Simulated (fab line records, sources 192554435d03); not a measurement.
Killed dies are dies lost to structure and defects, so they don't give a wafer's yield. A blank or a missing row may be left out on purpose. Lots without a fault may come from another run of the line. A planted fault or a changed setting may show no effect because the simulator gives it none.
Which tool did it? | flow n5_finfet | 11 lots, 33 wafers sampled, at 2 steps of a route of 1938

WHAT THE GAUGES READ, wafer by wafer
N5_BEOL_M4_RC_MEAS_101.
lot  | measured     | on        | DIBL_N (mV/V)
L754 | day 7 14:05  | prober-01 | 36.3 35.6 36.4
L755 | day 8 04:02  | prober-02 | 36.6 36.5 37.0
L757 | day 8 06:36  | prober-02 | 37.0 35.4 34.7
L756 | day 9 02:45  | prober-01 | 35.1 34.0 35.6
L758 | day 8 20:59  | prober-01 | 36.0 36.0 36.9
L759 | day 9 13:40  | prober-01 | 37.4 37.9 36.1
L760 | day 9 11:40  | prober-01 | 36.4 33.3 35.5
L771 | day 12 18:50 | prober-02 | 35.7 35.6 35.6
L774 | day 12 22:19 | prober-02 | 38.6 36.9 39.0
L775 | day 13 12:11 | prober-01 | 36.0 37.5 36.9
L776 | day 13 14:47 | prober-02 | 38.4 39.1 37.7

WHICH TOOL RAN EACH LOT (tool, then ch and the chambers of the sampled wafers, then the start)
lot  | N5_BEOL_M3_EXPOSE_08
L754 | euv_scanner-02 ch 0, day 6 20:03
L755 | euv_scanner-02 ch 0, day 7 11:03
L757 | euv_scanner-02 ch 0, day 7 15:40
L756 | euv_scanner-02 ch 0, day 8 01:50
L758 | euv_scanner-02 ch 0, day 8 03:11
L759 | euv_scanner-02 ch 0, day 8 04:37
L760 | euv_scanner-02 ch 0, day 8 06:53
L771 | euv_scanner-01 ch 0, day 11 22:28
L774 | euv_scanner-01 ch 0, day 12 06:48
L775 | euv_scanner-01 ch 0, day 12 13:53
L776 | euv_scanner-01 ch 0, day 12 17:08
- N5_BEOL_M3_EXPOSE_08: exposes mask M3.

THE ANSWER, worked out from the rows above alone
Rule: what is usual is taken from the lots themselves. Put in order of their means at a reading, lots are off if they are a third of the lots or fewer, leave a main group of 4 or more, and stand apart from it by a gap of 3 or more times the standard deviation of the main group's means; of several such gaps the widest counts. A main group whose means are all the same, to the digits that the tables above print for the reading, isn't used. A lot without any number at a reading at which 4 lots or more have one is off too. The other lots that the step has rows for count as sound.
No lot is off at any reading shown: from this, nothing can be told.

WHAT THE SIMULATOR HAD PUT IN
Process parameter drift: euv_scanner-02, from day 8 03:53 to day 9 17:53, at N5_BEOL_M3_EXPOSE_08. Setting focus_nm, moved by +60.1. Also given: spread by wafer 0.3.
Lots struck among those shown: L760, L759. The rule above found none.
